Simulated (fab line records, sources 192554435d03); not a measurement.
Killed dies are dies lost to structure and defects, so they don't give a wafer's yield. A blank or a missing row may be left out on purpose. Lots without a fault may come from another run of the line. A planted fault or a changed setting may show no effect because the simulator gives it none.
A struck lot beside a sound one | flow n5_finfet | 15 steps out of a route of 1938
Sound: wafers L165.1, L165.2, L165.3. Struck: wafer L167.1. (L167.2 of the same lot was not struck and is left out.) The cause comes at the end.
At each step with rows: each side's tool, then ch and its chambers, then its first start. Under that, the readings that differ: sound wafers | struck wafers | difference of the means | sigmas: that difference in standard deviations of wafers without a fault.
alike: readings whose means differ by less than 2 such deviations, and words and numbers that are the same on both sides. not compared: withheld readings, readings that some wafer has no value for, bounds like >300 that may hide the same value, and numbers for which the record gives no deviation and whose values overlap.
The two part at a step that has a row with sigmas, a row that says differs or no value, or rows on one side only. Numbers that don't overlap but have no deviation are shown without sigmas and don't part them. A reading that every wafer of one side lacks parts them only if that side has two wafers or more.

N5_BEOL_M6_OVL_MEAS_29:
  sound on overlay-01 ch 0, day 11 01:00; struck on overlay-02 ch 0, day 11 23:34
  alike: V5_OVL
N5_BEOL_M6_INSPECT_30: inspects for defects (brightfield).
  sound on defect_inspect-01, day 11 01:03; struck on defect_inspect-02, day 11 23:37
  alike: raw_defect_count
N5_BEOL_M6_DESCUM_33: chemistry O2, time 7 s.
  sound on rie_diel-06 ch 1,2,3, day 11 01:17; struck on rie_diel-01 ch 0, day 12 00:07
  alike: bias_power_w, drypump_motor_current_A, oes_product_au, rf_vpp_V, showerhead_plenum_p_Torr, throttle_valve_pct
  not compared: rf_hours_counter_h
N5_BEOL_M6_ETCH_72: etches underlayer in N2/H2, target depth 6.5 nm, time 5.2 s.
  sound on rie_diel-06 ch 1,2,3, day 11 01:19; struck on rie_diel-01 ch 0, day 12 00:10
  alike: drypump_motor_current_A, etch_rf_on_time_s, oes_product_au, rf_vpp_V, showerhead_plenum_p_Torr, throttle_valve_pct
  not compared: rf_hours_counter_h
N5_BEOL_M6_ETCH_65: etches SiARC in CF4, target depth 15.6 nm, time 26 s.
  sound on rie_diel-06 ch 1,2,3, day 11 01:20; struck on rie_diel-01 ch 0, day 12 00:11
  alike: drypump_motor_current_A, etch_rf_on_time_s, oes_product_au, rf_vpp_V, showerhead_plenum_p_Torr, throttle_valve_pct
  not compared: rf_hours_counter_h
then, 6 steps without rows for these wafers: N5_BEOL_M6_ETCH_66 (etches SOC in N2/H2, target depth 80 nm, overetch 16 nm, time 120 s); N5_BEOL_M6_STRIP_69 (strips in N2/H2); N5_BEOL_M6_STRIP_73 (strips in N2/H2); N5_BEOL_M6_VIA_ETCH_34 (etches SiCOH lowk in C4F6/O2, target depth 126.3 nm, time 50.9 s); N5_BEOL_M6_STRIP_76 (strips in C4F6/O2); N5_BEOL_M6_STRIP_36 (strips in N2/H2).
N5_BEOL_M6_TRENCH_ETCH_37: etches SiCOH lowk in C4F6/O2, target depth 94.435 nm, time 31.5 s.
  sound on rie_diel-06 ch 1,2,3; struck on rie_diel-01 ch 0
  alike: drypump_motor_current_A, oes_product_au, rf_vpp_V, run_length_s, showerhead_plenum_p_Torr, throttle_valve_pct
  not compared: rf_hours_counter_h
N5_BEOL_M6_ETCH_41: etches SiCN in CH3F/O2, target depth 29.7 nm, time 52 s.
  sound on rie_diel-06 ch 1,2,3, day 11 01:35; struck on rie_diel-01 ch 0, day 12 00:26
  reading                  | sound             | struck | difference | sigmas
  run_length_s (s)         | 76.1 75.3 75.2    | 66.5   | -9.0       | -26
  model.etch.depth_nm (nm) | 19.62 19.94 19.21 | 16.22  | -3.37      |
  alike: drypump_motor_current_A, oes_product_au, rf_vpp_V, showerhead_plenum_p_Torr, throttle_valve_pct
  not compared: rf_hours_counter_h
N5_BEOL_M6_STRIP_80: strips in N2/H2, time 10 s.
  sound on rie_diel-06 ch 1,2,3; struck on rie_diel-01 ch 0
  alike: bias_power_w, drypump_motor_current_A, oes_product_au, rf_vpp_V, showerhead_plenum_p_Torr, throttle_valve_pct
  not compared: rf_hours_counter_h
-- the record jumps here: 4 days lie between the struck wafers' starts before and after (it left off in module BEOL_M6 and takes up again in module PASSIVATION, whose first step shown is number 1936 of the route) --
N5_PASSIVATION_PROBE_49:
  sound on prober-02, day 14 18:01; struck on prober-01, day 15 16:37
  alike: defect_limited_yield, killed_at_M0_to_M3, killed_at_M4_up, killed_at_contacts, killed_at_front_end, killed_at_other, killed_dies, killed_open, killed_short, sort_bin_5_function, sort_bin_6_memory, sort_n_pass, sort_yield_pct

WHERE THEY PART
Only at N5_BEOL_M6_ETCH_41, within this record. Later steps at which nothing parts them and some readings are alike: N5_BEOL_M6_STRIP_80, N5_PASSIVATION_PROBE_49.

WHY: what the simulator had put in
Process parameter drift: rie_diel-01, from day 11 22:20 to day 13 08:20, at N5_BEOL_M6_ETCH_41. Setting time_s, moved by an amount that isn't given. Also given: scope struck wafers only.
